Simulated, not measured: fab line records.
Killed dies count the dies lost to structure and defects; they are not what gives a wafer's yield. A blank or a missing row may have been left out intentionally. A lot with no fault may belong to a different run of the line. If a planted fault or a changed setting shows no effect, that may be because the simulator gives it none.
Problem report, 8D (eight disciplines) form, completed by code | flow nandHarc | the parts of the form that need people (team, actions taken, sign-off) are left out

## 1. WHAT WENT WRONG
At NHARC_END_SORT_01, killedAtArray averages 671 over 3 wafers from 2 lots, while fault-free wafers read 65, standard deviation 19. That is +32 standard deviations from the usual mean.
The first sign was on wafer L859.1 at day 27 15:56, on prober-01. The record has a number at this step for 6 wafers belonging to 2 lots. Rule for "out", or "out of limits": more than 4 standard deviations from the usual mean. The other wafers with a number count as sound.

## 2. WHAT IT IS, WHAT IT ISN'T
question                    | is                        | is not
which readings at this step | killedAtArray, killedDies | killedAtOther, killedAtPeriphery, killedOpen, killedShort
which lots                  | L859, L860                | -
which wafers of those lots  | L859.1, L859.5, L860.6    | L859.4, L860.4, L860.5
read on which gauges        | prober-01, prober-02      | -
when                        | from day 27 15:56         | up to then (0 sound wafers); but 3 sound wafers of L859, L860 came after

## 3. THE SUSPECTS, EACH WITH WHAT RULES IT OUT
Counting: any tool at a process step up to the reading remains a suspect provided it ran every lot that is out. Sound lots after the first of them don't rule it out here, since some wafers of a struck lot are sound.
- ruled out: the gauge at NHARC_END_SORT_01. 2 gauges (prober-01, prober-02) read the wafers that are out.
- rieDiel-01 at NHARC_A_BLC_ETCH_17 (etches the open film in N2/H2, target depth 390 nm, time 609.38 s): kept. It ran every lot that is out, first L859 (day 25 20:53). Its own readings are out on those wafers: runLengthS.
- pvdSputter-03 at NHARC_A_BLC_PVD_32 (deposits Ti, target thk 5 nm, time 17.7 s): kept. It ran every lot that is out, first L859 (day 27 15:56). With no start given for some of its lots, NHARC_A_BLC_PVD_32 uses the hours and lot order of NHARC_END_SORT_01.
- In rieDiel-01 at NHARC_A_BLC_ETCH_17, the wafers that are out were processed in chamber 0 and their sound lot-mates in chambers 2, 3.
After counting, rieDiel-01 at NHARC_A_BLC_ETCH_17 and pvdSputter-03 at NHARC_A_BLC_PVD_32 remain.

## 4. THE CAUSE (what the simulator had put in)
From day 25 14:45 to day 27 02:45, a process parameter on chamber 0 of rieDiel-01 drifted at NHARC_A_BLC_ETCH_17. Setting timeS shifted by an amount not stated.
This tool is one of the 2 suspects left after counting.

## 5. THE CHAIN OF EFFECTS, in route order
Rows list readings where the struck wafers' mean (over those with a number) sits beyond 3 standard deviations from the usual. Scope: only readings with a usual standard deviation given in the record; hours: median across lots of the time from each lot's start at the first step in this table that gives one to its start at this step; sigmas: change in usual standard deviations.
hours | step                | reading       | usual   | on struck wafers | change | sigmas
0     | NHARC_A_BLC_ETCH_17 | runLengthS    | 630.5 s | 464.2            | -166.3 | -99 or more
46    | NHARC_END_SORT_01   | killedAtArray | 65      | 671              | +606   | +32
46    | NHARC_END_SORT_01   | killedDies    | 69      | 677              | +608   | +32
The process steps in it:
- NHARC_A_BLC_ETCH_17: etches the open film in N2/H2, target depth 390 nm, time 609.38 s.
Readings that are blank on the struck wafers while sound wafers have them: biasW at NHARC_A_BLC_ETCH_17.

## 6. HOW IT WOULD HAVE BEEN CAUGHT EARLIER
49 hours passed between the start of the fault at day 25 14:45 and the first reading out of limits at a measuring or inspecting step in this record, taken at day 27 15:56.
At NHARC_A_BLC_ETCH_17, the tool's own readings (runLengthS) were out on each struck wafer the step has a row for, so an alarm limit on them would have fired on the first such wafer.
The start of NHARC_A_BLC_ETCH_17 on rieDiel-01 came by day 27 15:56 for every one of the lots that are out (2). Tool hold at that time: it would have spared none of them.
